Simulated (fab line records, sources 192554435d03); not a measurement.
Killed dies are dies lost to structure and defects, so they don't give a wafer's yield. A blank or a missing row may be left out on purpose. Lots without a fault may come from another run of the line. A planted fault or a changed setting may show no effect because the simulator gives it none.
Split-lot experiment | flow n5_finfet | 7 lots, 21 wafers read, on a route of 1938 steps

THE SPLIT
At N5_BEOL_M14_PEB_26 (peb time 90 s), the setting peb_temp_c was moved away from the recipe's 130 C on 8 of the 21 wafers read, by -2.7% to +2.0%. The other wafers ran this setting at the recipe's value.

FROM THE SPLIT TO THE READING: what the file shows between them, 2 steps
- N5_BEOL_M14_DEVELOP_27: develop time 45 s
- N5_BEOL_M14_HARDBAKE_32: time 120 s

THE READING
cd_nm, in nm, at N5_BEOL_M14_CD_MEAS_28 (target cd 284.4 nm). Fault-free wafers of this fab line usually give 284.1 nm, standard deviation 1.1 nm.

wafer  | tool, chamber at the split | peb_temp_c as run, C | against the recipe | cd_nm, nm | against lot-mates on the recipe
L074.2 | litho_track-05, 0          | 127.9                | -1.6%              | 272.3     | -11.6
L074.3 | litho_track-05, 0          | 130                  | recipe             | 283.9     | -
L074.4 | litho_track-05, 0          | 127.9                | -1.6%              | 271.5     | -12.4
L076.1 | litho_track-01, 0          | 130                  | recipe             | 283.2     | -
L076.2 | litho_track-01, 0          | 130                  | recipe             | 289.7     | -
L076.4 | litho_track-01, 0          | 128.1                | -1.5%              | 274.9     | -11.6
L081.1 | litho_track-03, 0          | 130                  | recipe             | 284.0     | -
L081.2 | litho_track-03, 0          | 130                  | recipe             | 282.9     | -
L081.4 | litho_track-03, 0          | 130                  | recipe             | 283.4     | -
L083.3 | litho_track-03, 0          | 132.6                | +2.0%              | 288.1     | +6.7
L083.4 | litho_track-03, 0          | 130                  | recipe             | 283.2     | -
L083.6 | litho_track-03, 0          | 130                  | recipe             | 279.6     | -
L086.2 | litho_track-03, 0          | 127.6                | -1.8%              | 273.4     | -11.3
L086.4 | litho_track-03, 0          | 127.6                | -1.8%              | 273.1     | -11.6
L086.5 | litho_track-03, 0          | 130                  | recipe             | 284.7     | -
L088.1 | litho_track-05, 0          | 130                  | recipe             | 284.6     | -
L088.3 | litho_track-05, 0          | 130                  | recipe             | 285.9     | -
L088.4 | litho_track-05, 0          | 130                  | recipe             | 285.2     | -
L090.2 | litho_track-05, 0          | 126.5                | -2.7%              | 264.1     | -9.2
L090.3 | litho_track-05, 0          | 130                  | recipe             | 273.3     | -
L090.5 | litho_track-05, 0          | 126.5                | -2.7%              | 254.8     | -18.5

THE FIT
A straight line over all 21 wafers: cd_nm changes by +6.59 nm for each +1% of peb_temp_c; r = +0.87; the points scatter about the line by 4.3 nm.
The same after taking each lot's own level away (the mean of its wafers on the recipe; 21 wafers): +5.42 nm for each +1%; r = +0.93; scatter 2.5 nm.
On that fit, the largest move of peb_temp_c shifts the reading by 15 nm.
The lots' own levels span 273.30 to 286.45 nm, that is 12.0 times the standard deviation above.
So the lot-to-lot level changes the slope: the two fits differ.
Check: with one of the wafers moved furthest among these (-2.7%) left out of the fit, the line predicts -17.1 nm for it against its lot-mates. It came out at -9.2 nm against them.

OTHER SPLITS ON THESE WAFERS
These wafers also went through other splits before the reading. Each is held against what the fit with the lots' levels taken away leaves over:
other split on the same wafers    | wafers away from the commonest value | r with cd_nm (lot level and that fit taken away)
N5_BEOL_M11_COAT_05 spin_rpm      | 8                                    | +0.11
N5_BEOL_M12_PEB_08 peb_time_s     | 8                                    | +0.21
N5_BEOL_M12_ETCH_59 h2_flow_sccm  | 8                                    | +0.11
N5_BEOL_M12_CMP_49 down_force_psi | 10                                   | +0.18
N5_BEOL_M14_EXPOSE_25 dose_mj     | 5                                    | +0.38

THE WHOLE CHAIN: every reading that the file lists as answering this split, in the file's order
step                       | what it does                                                    | reading                                                         | change (the file's fit)                                                                 | r (the file's)
N5_BEOL_M14_CD_MEAS_28     | target cd 284.4 nm                                              | cd_nm                                                           | +5.56 nm for each +1% of the setting                                                    | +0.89
N5_BEOL_M14_DESCUM_33      | chemistry O2, time 7.9 s                                        | BEOL_M14.cd_nm (the simulator's own value, which no gauge read) | +5.65 nm for each +1% of the setting                                                    | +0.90
N5_BEOL_M14_ETCH_67        | etches SiARC in CF4, target depth 143 nm, time 238.3 s          | BEOL_M14.cd_nm (the simulator's own value, which no gauge read) | +5.64 nm for each +1% of the setting                                                    | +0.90
N5_BEOL_M14_ETCH_68        | etches SOC in N2/H2, time 450 s                                 | BEOL_M14.cd_nm (the simulator's own value, which no gauge read) | +5.55 nm for each +1% of the setting                                                    | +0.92
N5_BEOL_M14_TRENCH_ETCH_34 | etches SiO2 in C4F8/O2/Ar, target depth 556.65 nm, time 126.9 s | BEOL_M14.cd_nm (the simulator's own value, which no gauge read) | +6.05 nm for each +1% of the setting, in a fit together with dose_mj@BEOL_M14_EXPOSE_25 | 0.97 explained
N5_BEOL_M14_ETCH_38        | etches SiCN in CF4/N2, target depth 106.5 nm, time 120.6 s      | BEOL_M14.cd_nm (the simulator's own value, which no gauge read) | +6.04 nm for each +1% of the setting, in a fit together with dose_mj@BEOL_M14_EXPOSE_25 | 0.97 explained

THE FILE'S OWN FIT
cd_nm changes by +5.56 nm for each +1% of peb_temp_c, r = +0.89.
